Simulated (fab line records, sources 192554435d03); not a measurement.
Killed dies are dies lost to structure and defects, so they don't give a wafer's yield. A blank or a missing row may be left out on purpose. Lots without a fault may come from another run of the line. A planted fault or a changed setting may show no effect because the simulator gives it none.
fab line records | flow n5_finfet
record lots=10 wafers=29 last_day=19
route steps=1938 shown BEOL_M0_SAQP@677 BEOL_M4@1111 PASSIVATION@1936
lots that met no fault: from a run of the same line without faults
start_h: hours from the record's first day to the start of the lot's first wafer shown | wait_h: hours since the lot's step before | " the same as in the row above | L1.1+2: a row that stands for several wafers | - no value, or no start given | * or withheld: withheld | < > ~ a bound
route shown NAME@n: a module of which the file shows steps, and the number in the route of the first | usual: mean/standard deviation of fault-free wafers | same: alike in all rows | chamber/n: place in a boat | sites: the reading at each site | _std_site: their standard deviation | _edge_site: outer sites' mean less inner sites' | radius_mm: how far each site lies from the wafer's centre | mask NAME#n: copy n | behind: the tool/chamber that last shaped the wafer | hold: why the lot was held/for how many hours/how that ended | device: the transistor (n, p or np) that didn't switch | end of line: the same wafers' tests at the end of the route | a step without rows: its recipe alone | killed: dies lost to structure and defects at the first sort, not the wafer's yield | map: a wafer's dies, x killed, . not, _ none there
set.NAME: the setting as run; set.NAME@STEP: as run at that earlier step | model.NAME: the simulator's own value behind a step, which no gauge read
steps of the route over a sample of lots; a table a step, a row a wafer
services: from which hour (start_h, from the record's first day; less than 0 if before it) a tool's chamber was out of use, for how many hours, and why
## steps
# step N5_BEOL_M0_SAQP_SPACER2_ETCHBACK_27
# recipe chemistry=CHF3/O2 mode=anisotropic_etchback target=SiO2 target_depth_a=225 time_s=11.25 pressure_mtorr=30 source_w=650 bias_w=170 Ar_flow_sccm=200 CHF3_flow_sccm=50 O2_flow_sccm=5 ion_energy_ev=200
# usual drypump_motor_current_A=5.6/0.42 oes_product_au=0.79/0.1 rf_vpp_V=526/14 showerhead_plenum_p_Torr=2.44/0.078 throttle_valve_pct=18.9/0.31
# columns lot.wafer tool chamber start_h wait_h drypump_motor_current_A oes_product_au rf_hours_counter_h rf_vpp_V showerhead_plenum_p_Torr throttle_valve_pct
L809.1 rie_diel-05 1 143.37 0.4 5.5 0.70 201 519 2.36 18.8
L809.2 " 2 " " 5.7 0.97 6 511 2.36 18.5
L809.6 " 3 " " 5.3 0.70 - 519 2.35 19.1
L811.1 rie_diel-02 0 143.76 0.3 6.0 0.73 177 537 2.40 19.0
L811.2 " 1 " " 5.9 0.73 170 519 2.50 19.1
L811.6 " 1 " " 5.8 0.72 - 520 2.50 19.1
L810.2 rie_diel-02 1 143.83 0.3 5.9 0.73 170 518 2.50 19.1
L810.3 " 2 " " 5.7 0.70 234 514 2.39 19.3
L810.4 " 2 " " 5.7 0.70 - 513 2.39 19.4
L814.2 rie_diel-02 1 156.11 0.3 5.9 0.73 173 519 2.50 19.1
L814.3 " 3 " " 5.4 0.91 25 529 2.54 18.6
L814.5 " 3 " " 5.4 0.90 - 528 2.54 18.6
L822.3 rie_diel-04 0 210.24 0.3 5.2 0.92 19 550 2.55 18.4
L822.4 " 3 " " 5.0 0.89 36 534 2.48 18.6
L822.6 " 2 " " 4.9 0.81 - 497 2.44 18.9
L823.1 rie_diel-02 3 212.25 0.3 5.4 0.88 42 530 2.54 18.6
L823.4 " 1 " " 5.9 0.71 - 518 2.49 19.2
L823.6 " 3 " " 5.4 0.87 - 530 2.54 18.6
L826.1 rie_diel-02 3 230.01 0.3 5.4 0.86 49 530 2.53 18.6
L826.4 " 0 " " 6.0 0.72 203 536 2.39 19.1
L826.5 " 0 " " 6.0 0.72 - 535 2.39 19.1
L827.2 rie_diel-05 1 236.14 0.3 5.5 0.68 228 519 2.35 18.8
L827.5 " 1 " " 5.5 0.67 - 518 2.35 18.8
L827.6 " 0 " " 6.4 0.70 - 546 2.51 19.4
L828.1 rie_diel-04 0 241.90 0.3 5.3 0.91 27 555 2.54 18.4
L828.3 " 2 " " 4.9 0.80 104 499 2.44 18.9
L828.4 " 1 " " 6.2 0.68 248 536 2.31 19.3
L829.4 rie_diel-02 0 243.04 0.3 6.0 0.72 207 535 2.39 19.1
L829.5 " 3 " " 5.4 0.86 - 529 2.53 18.6
# step N5_BEOL_M0_SAQP_CD_MEAS_29
# recipe target_cd_nm=14.4 landing_energy_ev=1000 detector=se_inlens
# usual cd_nm=15.09/0.26
# columns lot.wafer tool chamber start_h wait_h cd_nm
L809.1 cd_sem-03 0 143.57 0.1 15.53
L809.2 " 0 " " 15.23
L809.6 " 0 " " 15.46
L811.1 cd_sem-03 0 143.96 0.1 14.91
L811.2 " 0 " " 15.40
L811.6 " 0 " " 15.20
L810.2 cd_sem-01 0 144.03 0.1 15.51
L810.3 " 0 " " 15.09
L810.4 " 0 " " 15.49
L814.2 cd_sem-03 0 156.30 0.1 15.21
L814.3 " 0 " " 14.74
L814.5 " 0 " " 15.16
L822.3 cd_sem-03 0 210.44 0.1 15.28
L822.4 " 0 " " 14.79
L822.6 " 0 " " 15.17
L823.1 cd_sem-02 0 212.45 0.1 15.32
L823.4 " 0 " " 15.27
L823.6 " 0 " " 15.27
L826.1 cd_sem-02 0 230.21 0.1 14.88
L826.4 " 0 " " 15.00
L826.5 " 0 " " 15.27
L827.2 cd_sem-02 0 236.34 0.1 14.87
L827.5 " 0 " " 15.14
L827.6 " 0 " " 14.48
L828.1 cd_sem-03 0 242.11 0.1 15.05
L828.3 " 0 " " 15.62
L828.4 " 0 " " 14.86
L829.4 cd_sem-01 0 243.24 0.1 14.95
L829.5 " 0 " " 15.22
# step N5_BEOL_M0_SAQP_OVL_MEAS_41
# recipe points_per_wafer=522
# usual M0_CUT1_OVL=0.2/0.6
# columns lot.wafer tool chamber start_h wait_h M0_CUT1_OVL[nm]
L809.1 overlay-01 0 144.03 0.0 0.8
L809.2 " 0 " " 0.6
L809.6 " 0 " " 0.2
L811.1 overlay-02 0 144.30 0.0 0.2
L811.2 " 0 " " 0.7
L811.6 " 0 " " 1.0
L810.2 overlay-02 0 144.40 0.0 0.0
L810.3 " 0 " " 1.0
L810.4 " 0 " " 0.6
L814.2 overlay-02 0 156.77 0.0 0.5
L814.3 " 0 " " 0.9
L814.5 " 0 " " 1.0
L822.3 overlay-01 0 210.79 0.0 0.6
L822.4 " 0 " " 0.1
L822.6 " 0 " " 0.9
L823.1 overlay-01 0 212.78 0.0 -0.3
L823.4 " 0 " " -0.4
L823.6 " 0 " " 0.1
L826.1 overlay-01 0 230.55 0.0 -0.1
L826.4 " 0 " " 0.6
L826.5 " 0 " " -0.1
L827.2 overlay-02 0 236.81 0.0 -0.2
L827.5 " 0 " " 0.7
L827.6 " 0 " " 1.2
L828.1 overlay-02 0 242.57 0.0 -0.1
L828.3 " 0 " " 1.3
L828.4 " 0 " " 0.0
L829.4 overlay-02 0 243.72 0.0 0.0
L829.5 " 0 " " 0.9
# step N5_BEOL_M0_SAQP_ALD_48
# recipe material=SiO2 target_thk_a=200 temp_c=100 ald_precursor_family=BDEAS ald_co_reactant=O2-plasma pulse_time_s=1 co_reactant_pulse_time_s=1 purge_time_s=2 co_reactant_purge_time_s=2 ald_cycles=139 pressure_torr=2
# usual ald_cycles=139/0 heater_power_w=81/6.2 precursor_pulse_height_rel=1.001/0.02
# columns lot.wafer tool chamber start_h wait_h ald_cycles heater_power_w precursor_pulse_height_rel
L809.1 ald_sin-04 2 145.02 0.0 139 83 0.984
L809.2 " 1 " " 139 80 0.986
L809.6 " 1 " " 139 80 1.019
L811.1 ald_sin-04 1 145.68 0.5 139 77 1.037
L811.2 " 3 " " 139 85 1.017
L811.6 " 1 " " 139 81 1.022
L810.2 ald_sin-03 1 145.99 0.6 139 72 0.996
L810.3 " 2 " " 139 84 1.028
L810.4 " 0 " " 139 90 1.018
L814.2 ald_sin-04 3 157.14 0.0 139 85 1.005
L814.3 " 0 " " 145 81 0.977
L814.5 " 2 " " 139 87 1.017
L822.3 ald_sin-03 1 211.18 0.0 139 73 0.981
L822.4 " 2 " " 139 85 0.959
L822.6 " 1 " " 139 71 1.013
L823.1 ald_sin-02 1 213.16 0.0 139 89 1.005
L823.4 " 3 " " 139 84 1.014
L823.6 " 0 " " 139 67 1.039
L826.1 ald_sin-04 0 230.93 0.0 139 79 0.963
L826.4 " 2 " " 139 88 0.973
L826.5 " 0 " " 139 81 1.049
L827.2 ald_sin-04 2 237.62 0.5 139 83 0.995
L827.5 " 0 " " 139 79 0.965
L827.6 " 1 " " 139 78 0.998
L828.1 ald_sin-03 2 243.01 0.1 139 90 0.991
L828.3 " 1 " " 139 69 1.009
L828.4 " 3 " " 139 76 0.996
L829.4 ald_sin-03 1 244.08 0.0 139 71 1.003
L829.5 " 3 " " 139 77 0.969
# step N5_BEOL_M4_RC_MEAS_101
# usual DIBL_N=36.6/2.1 DIBL_P=36.5/2.7 IOFF_N=0.17/0.043 IOFF_P=0.22/0.045 ION_N=674/17 ION_P=461/9.9 SS_N=71.7/0.79 SS_P=73.4/0.79 VT_N=249/4 VT_P=-250/3.3
# columns lot.wafer tool chamber start_h wait_h DIBL_N[mV/V] DIBL_P[mV/V] IOFF_N[nA/um] IOFF_P[nA/um] ION_N[uA/um] ION_P[uA/um] SS_N[mV/dec] SS_P[mV/dec] VT_N[mV] VT_P[mV]
L811.1 prober-01 0 194.77 0.0 39.7 39.8 0.19 0.27 657 452 71.8 75.0 249 -248
L811.2 " 0 " " 36.1 32.2 0.13 0.15 644 439 70.9 72.2 254 -255
L811.6 " 0 " " 35.1 33.3 0.12 0.17 645 449 70.6 72.6 254 -255
L809.1 prober-02 0 194.93 0.0 40.5 39.4 0.23 0.26 695 463 73.2 74.4 247 -250
L809.2 " 0 " " 37.7 35.1 0.17 0.19 676 454 72.8 73.9 250 -254
L809.6 " 0 " " 38.3 37.4 0.20 0.23 693 464 72.4 73.9 248 -248
L810.2 prober-02 0 200.10 0.2 34.9 34.8 0.16 0.26 695 487 71.3 72.6 249 -244
L810.3 " 0 " " 35.6 34.2 0.17 0.25 653 460 71.6 73.1 250 -245
L810.4 " 0 " " 36.0 34.3 0.17 0.25 679 465 71.9 73.2 248 -246
L814.2 prober-01 0 209.24 0.2 35.3 37.4 0.13 0.21 659 456 71.8 73.9 252 -251
L814.3 " 0 " " 32.8 33.5 0.10 0.16 664 462 70.7 72.6 256 -254
L814.5 " 0 " " 32.1 33.0 0.10 0.15 662 459 71.0 72.1 257 -254
L822.3 prober-01 0 269.98 0.3 39.8 41.0 0.22 0.27 696 465 72.8 74.6 245 -246
L822.4 " 0 " " 36.4 36.3 0.14 0.19 658 452 71.2 72.9 255 -252
L822.6 " 0 " " 31.1 30.7 0.09 0.13 644 447 69.8 72.0 257 -255
L823.1 prober-02 0 274.00 0.0 37.2 38.4 0.15 0.22 660 455 72.0 73.3 252 -249
L823.4 " 0 " " 39.3 40.1 0.21 0.26 677 462 72.3 73.8 245 -247
L823.6 " 0 " " 35.4 35.7 0.14 0.18 668 460 71.1 72.7 248 -250
L826.1 prober-01 0 282.81 0.0 37.2 37.7 0.18 0.24 699 478 72.0 73.5 247 -246
L826.4 " 0 " " 36.0 36.6 0.17 0.23 678 465 71.1 73.3 246 -247
L826.5 " 0 " " 37.9 38.2 0.19 0.24 664 456 72.0 73.2 245 -249
L827.2 prober-02 0 284.37 0.2 35.6 35.6 0.15 0.19 665 447 71.4 73.5 252 -254
L827.5 " 0 " " 35.8 36.1 0.16 0.19 681 456 71.3 73.6 250 -254
L827.6 " 0 " " 37.1 37.1 0.19 0.22 673 449 72.3 73.9 246 -253
L828.1 prober-02 0 314.36 0.0 36.5 38.2 0.16 0.23 661 455 71.5 74.0 251 -251
L828.3 " 0 " " 40.9 43.3 0.30 0.37 712 483 72.4 75.4 240 -245
L828.4 " 0 " " 36.9 38.2 0.18 0.23 682 462 71.4 74.2 247 -251
L829.4 prober-02 0 340.96 0.5 34.8 32.7 0.12 0.14 672 456 70.9 72.0 254 -254
L829.5 " 0 " " 33.9 32.3 0.10 0.14 645 446 70.4 72.4 257 -256
# step N5_PASSIVATION_PROBE_49
# usual defect_limited_yield=91.5/1.7 killed_at_M0_to_M3=33/11 killed_at_M4_up=13/5.2 killed_at_contacts=11/5.7 killed_at_front_end=39/11 killed_at_other=4/3 killed_dies=101/20 killed_open=66/15 killed_short=33/8.4 sort_bin_4_leakage=0.01/0.073 sort_bin_5_function=5.0/1.1 sort_bin_6_memory=3.2/0.69 sort_bin_8_speed=0.1/0.52 sort_n_pass=1078/20 sort_yield_pct=91.4/1.7
# same gross_dies=1180 killed_at_back_side=0
# columns lot.wafer tool chamber start_h wait_h defect_limited_yield[%] killed_at_M0_to_M3 killed_at_M4_up killed_at_contacts killed_at_front_end killed_at_other killed_dies killed_open killed_short sort_bin_4_leakage[%] sort_bin_5_function[%] sort_bin_6_memory[%] sort_bin_8_speed[%] sort_n_pass sort_yield_pct[%]
L811.1 prober-01 - 300.72 0.0 91.4 33 21 4 42 1 101 60 40 0 5.6 2.9 0 1079 91.4
L811.2 prober-01 - 300.77 0.1 92.3 13 14 18 39 7 91 56 33 0 4.7 2.8 0.1 1088 92.2
L811.6 prober-01 - 300.97 0.3 92.0 32 12 10 38 2 94 56 35 0 5.1 2.6 0 1086 92.0
L822.3 prober-01 - 372.64 0.1 90.6 40 18 4 43 6 111 71 40 0 4.7 4.2 0 1069 90.6
L828.1 prober-02 - 410.60 0.0 90.2 24 13 9 55 15 116 71 41 0 6.1 3.2 0 1064 90.2
L828.3 prober-02 - 410.70 0.1 90.9 36 12 19 38 2 107 68 37 0.85 5.3 3.6 0 1063 90.1
L828.4 prober-02 - 410.75 0.2 88.8 47 13 18 49 5 132 90 36 0 7.4 3.3 0 1048 88.8
# killed by level:class
L811.1 FIN_SAQP:geometric_particle:short=13 BEOL_M0_SAQP:geometric_particle:short=12 BEOL_M0_SAQP:geometric_particle:open=8 BEOL_M4:geometric_particle:open=8 STI_FIN_REVEAL:geometric_particle:open=7 FIN_SAQP:geometric_particle:open=5 BEOL_M3:geometric_particle:open=4 BEOL_M5:geometric_particle:open=4
L811.2 MOL_CONTACT_COAG:geometric_particle:open=13 FIN_SAQP:geometric_particle:short=7 GATE_CUT:geometric_particle:short=6 GATE_CUT:geometric_particle:open=6 MOL_CONTACT_COAG:geometric_particle:short=5 STARTING-WAFER:geometric_particle:short=5 STARTING-WAFER:geometric_particle:open=5 FIN_SAQP:geometric_particle:open=4
L811.6 BEOL_M3:geometric_particle:open=10 FIN_SAQP:geometric_particle:short=8 STI_FIN_REVEAL:geometric_particle:open=8 MOL_CONTACT_COAG:geometric_particle:open=8 FIN_SAQP:geometric_particle:open=5 GATE_CUT:geometric_particle:short=5 BEOL_M1:geometric_particle:short=5 BEOL_M0_SAQP:geometric_particle:short=4
L822.3 BEOL_M0_SAQP:geometric_particle:short=15 STI_FIN_REVEAL:geometric_particle:open=11 FIN_SAQP:geometric_particle:open=9 BEOL_M0_SAQP:geometric_particle:open=9 BEOL_M5:geometric_particle:open=8 FIN_SAQP:geometric_particle:short=6 BEOL_M2:geometric_particle:open=6 BEOL_M1:geometric_particle:open=5
L828.1 STI_FIN_REVEAL:geometric_particle:open=22 FIN_SAQP:geometric_particle:short=7 MOL_CONTACT_COAG:geometric_particle:open=7 BEOL_M4:geometric_particle:open=7 DUMMY_GATE:geometric_particle:open=6 BEOL_M0_SAQP:geometric_particle:short=6 STI_FIN_REVEAL:geometric_particle:short=5 PAD_METAL:geometric_particle:open=4
L828.3 MOL_CONTACT_COAG:geometric_particle:open=16 BEOL_M1:geometric_particle:open=10 BEOL_M0_SAQP:geometric_particle:short=9 STI_FIN_REVEAL:geometric_particle:open=7 FIN_SAQP:geometric_particle:open=6 FIN_SAQP:geometric_particle:short=5 DUMMY_GATE:geometric_particle:open=5 BEOL_M2:geometric_particle:open=4
L828.4 MOL_CONTACT_COAG:geometric_particle:open=17 STI_FIN_REVEAL:geometric_particle:open=15 BEOL_M3:geometric_particle:open=13 BEOL_M2:geometric_particle:open=10 BEOL_M1:geometric_particle:open=6 STI_FIN_REVEAL:geometric_particle:short=5 BEOL_M0_SAQP:geometric_particle:short=5 BEOL_M1:geometric_particle:short=5
## services
# columns tool chamber start_h hours kind
rie_diel-04 0 124.66 - clean
rie_diel-04 0 124.66 - consumable_replace:focus_ring
rie_diel-04 0 124.66 - consumable_replace:showerhead
rie_diel-04 0 124.66 17.3 scheduled_down
rie_diel-04 0 124.66 17.3 vent_cycle
rie_diel-02 0 137.14 1.7 repair
rie_diel-05 0 139.20 12.1 repair
ald_sin-03 3 150.42 5.6 repair
ald_sin-04 2 164.94 4.4 repair
rie_diel-02 2 167.26 2.7 repair
ald_sin-03 0 168.46 15.3 repair
rie_diel-04 3 171.42 1.6 repair
ald_sin-02 0 176.86 13.6 repair
rie_diel-04 1 190.80 1.3 repair
rie_diel-02 2 204.99 - clean
rie_diel-02 2 204.99 - consumable_replace:focus_ring
rie_diel-02 2 204.99 19.7 scheduled_down
rie_diel-02 2 204.99 19.7 vent_cycle
ald_sin-04 3 221.86 24.5 repair
rie_diel-05 3 222.62 - clean
ald_sin-03 2 226.12 7.1 repair
ald_sin-02 1 226.49 5.0 repair
rie_diel-05 - 229.87 0.2 repair
ald_sin-02 - 236.11 2.8 pm
## key
first_sign step=N5_BEOL_M0_SAQP_ALD_48 reading=ald_cycles direction=up sigmas=99+ usual=* struck=*
effect none on later readings
met_at N5_BEOL_M0_SAQP_ALD_48
struck_lots L814
struck_wafers L814.3
not_acting_at N5_BEOL_M0_SAQP_SPACER2_ETCHBACK_27,N5_BEOL_M0_SAQP_CD_MEAS_29,N5_BEOL_M0_SAQP_OVL_MEAS_41
onset_between 145.68 157.14
fault kind=process_parameter_drift tool=ald_sin-04 chamber=- onset_h=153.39 steps=N5_BEOL_M0_SAQP_ALD_48 channel=ald_cycles offset=* shape=step end_h=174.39 scope=struck_wafers_only acts_in=* stated=*
